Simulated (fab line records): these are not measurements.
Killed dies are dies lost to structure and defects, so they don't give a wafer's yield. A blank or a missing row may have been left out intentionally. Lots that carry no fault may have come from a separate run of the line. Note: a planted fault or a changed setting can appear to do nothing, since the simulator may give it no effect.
Which tool did it? ; flow nandHarc ; 11 lots, 33 wafers sampled, at 5 steps of a route of 1159

## WHAT EACH GAUGE READ, for each wafer
NHARC_END_SORT_01. Usual: killedAtArray 24, standard deviation 8.8; killedAtOther 0.7, standard deviation 0.99; killedAtPeriphery 3.5, standard deviation 2.6; killedDies 28, standard deviation 9.3; killedOpen 3.2, standard deviation 1.7; killedShort 1.7, standard deviation 1.4.
lot;measured;on;killedAtArray;killedAtOther;killedAtPeriphery;killedDies;killedOpen;killedShort;flag
L952;day 24 03:14;prober-02;100 8 18;0 2 1;1 4 2;101 14 21;3 3 3;6 3 2;

## WHAT TOOL EACH LOT RAN ON (gives the tool, then ch and the chambers of the sampled wafers, and finally the start)
lot;NHARC_A_CHANNEL_FILL_D1_STRIP_28;NHARC_A_M1_ANNEAL_31;NHARC_THIN_TSV_DEP_43;NHARC_THIN_TSV_DESCUM_35
L937;rieDiel-05 ch 0,2, day 10 03:58;rtpAnneal-02 ch 0, day 18 03:13;pecvd-01 ch 1,2, day 18 23:20;rieDiel-10 ch 0,3, day 19 06:20
L936;rieDiel-13 ch 1,3, day 10 03:58;rtpAnneal-02 ch 0, day 18 03:44;pecvd-04 ch 0,1, day 18 22:08;rieDiel-07 ch 0,2,3, day 19 05:27
L938;rieDiel-13 ch 1,2,3, day 10 10:55;rtpAnneal-01 ch 0, day 18 12:28;pecvd-03 ch 0,1, day 19 06:14;rieDiel-10 ch 0,1,2, day 19 13:08
L939;rieDiel-05 ch 0,2,3, day 10 10:55;rtpAnneal-01 ch 0, day 18 12:47;pecvd-03 ch 0,1,2, day 19 07:31;rieDiel-07 ch 2,3, day 19 14:21
L941;rieDiel-13 ch 1,2,3, day 10 20:47;rtpAnneal-02 ch 0, day 19 07:19;pecvd-04 ch 0,2, day 20 00:46;rieDiel-11 ch 1,3, day 20 07:32
L940;rieDiel-05 ch 1,2,3, day 10 20:47;rtpAnneal-01 ch 0, day 18 21:16;pecvd-04 ch 0,1,2, day 19 16:21;rieDiel-10 ch 0,1, day 19 23:25
L952;rieDiel-13 ch 0,1,3, day 13 21:45;rtpAnneal-01 ch 0, day 22 15:20;pecvd-03 ch 1,2, day 23 09:32;rieDiel-10 ch 0,2,3, day 23 17:22
L953;rieDiel-05 ch 0,1, day 13 21:47;rtpAnneal-01 ch 0, day 22 16:14;pecvd-03 ch 0,1,2, day 23 11:59;rieDiel-10 ch 2,3, day 23 21:20
L954;rieDiel-05 ch 0,1,2, day 14 06:54;rtpAnneal-02 ch 0, day 22 19:47;pecvd-04 ch 0,1,2, day 23 10:52;rieDiel-10 ch 0,1,2, day 23 20:12
L958;rieDiel-05 ch 0,1,3, day 14 15:59;rtpAnneal-02 ch 0, day 23 16:44;pecvd-01 ch 0,1,2, day 24 12:12;rieDiel-10 ch 0,3, day 24 19:20
L957;rieDiel-01 ch 0,2,3, day 14 18:49;rtpAnneal-02 ch 0, day 23 06:17;pecvd-03 ch 1,2, day 23 21:10;rieDiel-11 ch 0,3, day 24 04:01
- NHARC_A_CHANNEL_FILL_D1_STRIP_28: strips in O2, time 20 s.
- NHARC_A_M1_ANNEAL_31: time 90 s.
- NHARC_THIN_TSV_DEP_43: deposits SiO2, target thk 1328.5 nm.
- NHARC_THIN_TSV_DESCUM_35: chemistry O2, time 3 s.

## AS READ BY THE TOOLS THEMSELVES (means over the sampled wafers that have a number; for cases with no such wafer, the mark the record gives instead)
NHARC_A_CHANNEL_FILL_D1_STRIP_28. Usual: drypumpMotorCurrentA 5.7 A, standard deviation 0.49; oesProductAu 1.000 a.u., standard deviation 0.0093; rfVppV 57.7 V, standard deviation 0.95; showerheadPlenumPTorr 3.52 Torr, standard deviation 0.13; throttleValvePct 17.036 %, standard deviation 0.0089.
lot;tool;drypumpMotorCurrentA (A);oesProductAu (a.u.);rfVppV (V);showerheadPlenumPTorr (Torr);throttleValvePct (%);flag
L937;rieDiel-05;5.4;1.003;58.1;3.51;17.035;
L936;rieDiel-13;6.2;0.995;58.4;3.53;17.042;
L938;rieDiel-13;6.0;0.998;57.5;3.46;17.036;
L939;rieDiel-05;5.5;1.011;58.3;3.61;17.028;
L941;rieDiel-13;6.0;0.998;56.3;3.46;17.037;
L940;rieDiel-05;5.6;1.007;58.7;3.59;17.027;
L952;rieDiel-13;5.8;1.001;58.1;3.56;17.028;
L953;rieDiel-05;5.5;1.008;57.4;3.42;17.035;
L954;rieDiel-05;5.6;0.996;57.4;3.50;17.051;
L958;rieDiel-05;5.4;1.006;57.1;3.52;17.044;
L957;rieDiel-01;5.8;1.007;57.7;3.58;17.033;

NHARC_A_M1_ANNEAL_31. Usual: 225.89 for wafer_temp_C_max, sd 0.24.
lot;tool;wafer_temp_C_max;flag
L937;rtpAnneal-02;225.95;
L936;rtpAnneal-02;225.85;
L938;rtpAnneal-01;225.91;
L939;rtpAnneal-01;225.94;
L941;rtpAnneal-02;225.87;
L940;rtpAnneal-01;226.04;
L952;rtpAnneal-01;226.02;
L953;rtpAnneal-01;226.20;
L954;rtpAnneal-02;225.72;
L958;rtpAnneal-02;225.75;
L957;rtpAnneal-02;226.02;

NHARC_THIN_TSV_DEP_43. Usual: 15.8 % for throttleValvePct, sd 0.56.
lot;tool;throttleValvePct (%);flag
L937;pecvd-01;16.0;
L936;pecvd-04;16.1;
L938;pecvd-03;16.2;
L939;pecvd-03;15.7;
L941;pecvd-04;15.9;
L940;pecvd-04;15.8;
L952;pecvd-03;15.0;
L953;pecvd-03;15.3;
L954;pecvd-04;15.9;
L958;pecvd-01;16.2;
L957;pecvd-03;15.4;

NHARC_THIN_TSV_DESCUM_35. Usual: drypumpMotorCurrentA 5.7 A, standard deviation 0.36; oesProductAu 0.996 a.u., standard deviation 0.0077; rfVppV 58.0 V, standard deviation 0.88; showerheadPlenumPTorr 1.95 Torr, standard deviation 0.098; throttleValvePct 11.311 %, standard deviation 0.0087.
lot;tool;drypumpMotorCurrentA (A);oesProductAu (a.u.);rfVppV (V);showerheadPlenumPTorr (Torr);throttleValvePct (%);flag
L937;rieDiel-10;5.5;0.989;58.4;1.88;11.310;
L936;rieDiel-07;5.5;0.990;57.8;1.94;11.319;
L938;rieDiel-10;5.9;0.999;57.6;1.97;11.299;
L939;rieDiel-07;5.4;0.995;57.5;1.98;11.306;
L941;rieDiel-11;6.0;1.002;57.8;1.85;11.310;
L940;rieDiel-10;5.7;1.004;58.2;1.90;11.310;
L952;rieDiel-10;5.7;0.996;58.0;1.95;11.312;
L953;rieDiel-10;5.9;1.001;57.7;2.03;11.312;
L954;rieDiel-10;5.9;0.997;58.2;1.97;11.317;
L958;rieDiel-10;5.4;1.001;58.2;1.93;11.305;
L957;rieDiel-11;5.6;0.995;56.8;1.80;11.317;

## THE ANSWER, worked out from the rows above alone
Rule: lot off if the mean of its wafers having a number is beyond 3 standard deviations from the usual mean. Also off: a lot with no number at a reading for which 4 or more lots have one. Any other lot the step has rows for is counted as sound. First the gauges in route order, then the tools' own readings, where a lot's mean is used as printed above. At the first step where some lot is off, the reading lying furthest off is the one used; lots without a number count as furthest.
None of the lots is off at any reading shown; this tells nothing.

## WHAT THE SIMULATOR HAD PUT IN
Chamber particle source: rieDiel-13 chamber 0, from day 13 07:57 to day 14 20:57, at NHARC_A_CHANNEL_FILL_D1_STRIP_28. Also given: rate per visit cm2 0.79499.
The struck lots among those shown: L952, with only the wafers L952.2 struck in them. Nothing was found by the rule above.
